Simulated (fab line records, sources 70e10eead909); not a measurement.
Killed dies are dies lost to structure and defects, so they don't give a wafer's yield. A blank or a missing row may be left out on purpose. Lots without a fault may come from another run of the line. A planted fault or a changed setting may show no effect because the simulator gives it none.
A struck lot beside a sound one | flow nand_harc | 40 steps out of a route of 1302
Sound: wafers L318.2, L318.3, L318.5. Struck: wafers L323.1, L323.3, L323.5. The cause comes at the end.
At each step with rows: each side's tool, then ch and its chambers, then its first start. Under that, the readings that differ: sound wafers | struck wafers | difference of the means | sigmas: that difference in standard deviations of wafers without a fault.
alike: readings whose means differ by less than 2 such deviations, and words and numbers that are the same on both sides. not compared: withheld readings, readings that some wafer has no value for, bounds like >300 that may hide the same value, and numbers for which the record gives no deviation and whose values overlap.
The two part at a step that has a row with sigmas, a row that says differs or no value, or rows on one side only. Numbers that don't overlap but have no deviation are shown without sigmas and don't part them. A reading that every wafer of one side lacks parts them only if that side has two wafers or more.

NHARC_A_DECK1_JOINT_INSPECT_05:
  sound on defect_inspect-01, day 15 20:16; struck on defect_inspect-01, day 18 11:19
  alike: raw_defect_count
then, 1 step without rows for these wafers: NHARC_A_ONON_D2_DEP_00 (target thk 1000 nm).
NHARC_A_ONON_D2_THK_MEAS_02: measures by ellipsometry.
  sound on film_metro-02, day 15 20:50; struck on film_metro-02, day 18 11:53
  reading     | sound          | struck         | difference | sigmas
  thk_nm (nm) | 1030 1030 1030 | 1005 1006 1005 | -25        | -2
then, 1 step without rows for these wafers: NHARC_A_ONON_D2_DEP_03 (target thk 1000 nm).
NHARC_A_ONON_D2_THK_MEAS_05: measures by ellipsometry.
  sound on film_metro-01, day 15 21:24; struck on film_metro-01, day 18 12:28
  reading     | sound          | struck      | difference | sigmas
  thk_nm (nm) | 1007 1007 1007 | 980 979 982 | -27        | -2
then, 1 step without rows for these wafers: NHARC_A_ONON_D2_DEP_06 (target thk 1000 nm).
NHARC_A_ONON_D2_THK_MEAS_08: measures by ellipsometry.
  sound on film_metro-02, day 15 21:58; struck on film_metro-01, day 18 13:02
  alike: thk_nm
then, 1 step without rows for these wafers: NHARC_A_ONON_D2_DEP_09 (target thk 1000 nm).
NHARC_A_ONON_D2_THK_MEAS_11: measures by ellipsometry.
  sound on film_metro-01, day 15 22:32; struck on film_metro-02, day 18 13:36
  alike: thk_nm
then, 1 step without rows for these wafers: NHARC_A_ONON_D2_DEP_12 (target thk 1000 nm).
NHARC_A_ONON_D2_THK_MEAS_14: measures by ellipsometry.
  sound on film_metro-02, day 15 23:05; struck on film_metro-01, day 18 14:10
  alike: thk_nm
then, 1 step without rows for these wafers: NHARC_A_ONON_D2_ANNEAL_15 (time 3600 s).
NHARC_A_ONON_D2_DEP_16: target thk 1000 nm.
  sound on pecvd_onon-01 ch 0, day 16 06:22; struck on pecvd_onon-01 ch 0, day 18 21:22
NHARC_A_ONON_D2_THK_MEAS_18: measures by ellipsometry.
  sound on film_metro-01, day 16 06:49; struck on film_metro-01, day 18 21:53
  alike: thk_nm
then, 1 step without rows for these wafers: NHARC_A_ONON_D2_DEP_19 (target thk 1000 nm).
NHARC_A_ONON_D2_THK_MEAS_21: measures by ellipsometry.
  sound on film_metro-01, day 16 07:23; struck on film_metro-02, day 18 22:26
  alike: thk_nm
then, 1 step without rows for these wafers: NHARC_A_ONON_D2_DEP_22 (target thk 1000 nm).
NHARC_A_ONON_D2_THK_MEAS_24: measures by ellipsometry.
  sound on film_metro-01, day 16 07:57; struck on film_metro-02, day 18 23:01
  alike: thk_nm
then, 1 step without rows for these wafers: NHARC_A_ONON_D2_DEP_25 (target thk 1000 nm).
NHARC_A_ONON_D2_THK_MEAS_27: measures by ellipsometry.
  sound on film_metro-01, day 16 08:31; struck on film_metro-01, day 18 23:34
  alike: thk_nm
then, 1 step without rows for these wafers: NHARC_A_ONON_D2_DEP_28 (target thk 1000 nm).
NHARC_A_ONON_D2_THK_MEAS_30: measures by ellipsometry.
  sound on film_metro-02, day 16 09:05; struck on film_metro-01, day 19 00:08
  alike: thk_nm
NHARC_A_ONON_D2_DEP_33: deposits SiO2, target thk 200 nm.
  sound on pecvd-01 ch 0,2, day 16 09:08; struck on pecvd-01 ch 0,1,2, day 19 00:11
  alike: heater_power_outer_w, heater_power_w, throttle_valve_pct
NHARC_A_ONON_D2_THK_MEAS_34: measures by ellipsometry.
  sound on film_metro-01, day 16 09:33; struck on film_metro-01, day 19 00:36
  alike: thk_nm
NHARC_A_CHANNEL_HOLE_D2_DEP_00: deposits aC, target thk 3100 nm.
  sound on acl_dep-03 ch 0, day 16 10:01; struck on acl_dep-01 ch 0, day 19 00:44
  alike: throttle_valve_pct
NHARC_A_CHANNEL_HOLE_D2_DEP_01: deposits SiON, target thk 140 nm.
  sound on pecvd-02 ch 0,1,2, day 16 11:43; struck on pecvd-04 ch 0,1,2, day 19 02:40
  alike: heater_power_outer_w, heater_power_w
then, 10 steps without rows for these wafers: NHARC_A_CHANNEL_HOLE_D2_DEHYDRATE_02 (time 120 s); NHARC_A_CHANNEL_HOLE_D2_HMDS_03 (time 30 s); NHARC_A_CHANNEL_HOLE_D2_COAT_36 (time 75 s); NHARC_A_CHANNEL_HOLE_D2_COAT_37 (time 65 s); NHARC_A_CHANNEL_HOLE_D2_COAT_04 (resist thk 90 nm); NHARC_A_CHANNEL_HOLE_D2_SOFTBAKE_05 (time 55 s); NHARC_A_CHANNEL_HOLE_D2_EBR_06; NHARC_A_CHANNEL_HOLE_D2_EXPOSE_07 (exposes mask HOLE D2, target cd 100 nm); NHARC_A_CHANNEL_HOLE_D2_PEB_08 (peb time 65 s); NHARC_A_CHANNEL_HOLE_D2_DEVELOP_09 (develop time 35 s).
NHARC_A_CHANNEL_HOLE_D2_CD_MEAS_10: target cd 100 nm.
  sound on cd_sem-03 ch 0, day 16 12:25; struck on cd_sem-02 ch 0, day 19 03:21
  alike: cd_nm
NHARC_A_CHANNEL_HOLE_D2_OVL_MEAS_11:
  sound on overlay-02, day 16 12:29; struck on overlay-02, day 19 03:26
  reading           | sound          | struck      | difference | sigmas
  overlay_x_nm (nm) | -2.4 -1.6 -2.6 | 0.6 0.5 0.9 | +2.9       | +3
  alike: overlay_y_nm
NHARC_A_CHANNEL_HOLE_D2_DESCUM_15: chemistry O2, time 3 s.
  sound on rie_diel-12 ch 0,1,3, day 16 12:37; struck on rie_diel-02 ch 0,2, day 19 03:33
  alike: drypump_motor_current_A, oes_product_au, rf_vpp_V, showerhead_plenum_p_Torr, throttle_valve_pct
  not compared: rf_hours_counter_h
-- the record jumps here: 12 days lie between the struck wafers' starts before and after (it left off in module A_CHANNEL_HOLE_D2 and takes up again in module END, whose first step shown is number 1302 of the route) --
NHARC_END_SORT_01:
  the record has rows for the struck wafers here (prober-01 ch 0, day 30 20:32) and none for the sound ones

WHERE THEY PART
First at NHARC_A_ONON_D2_THK_MEAS_02; last, within this record, at NHARC_END_SORT_01.

WHY: what the simulator had put in
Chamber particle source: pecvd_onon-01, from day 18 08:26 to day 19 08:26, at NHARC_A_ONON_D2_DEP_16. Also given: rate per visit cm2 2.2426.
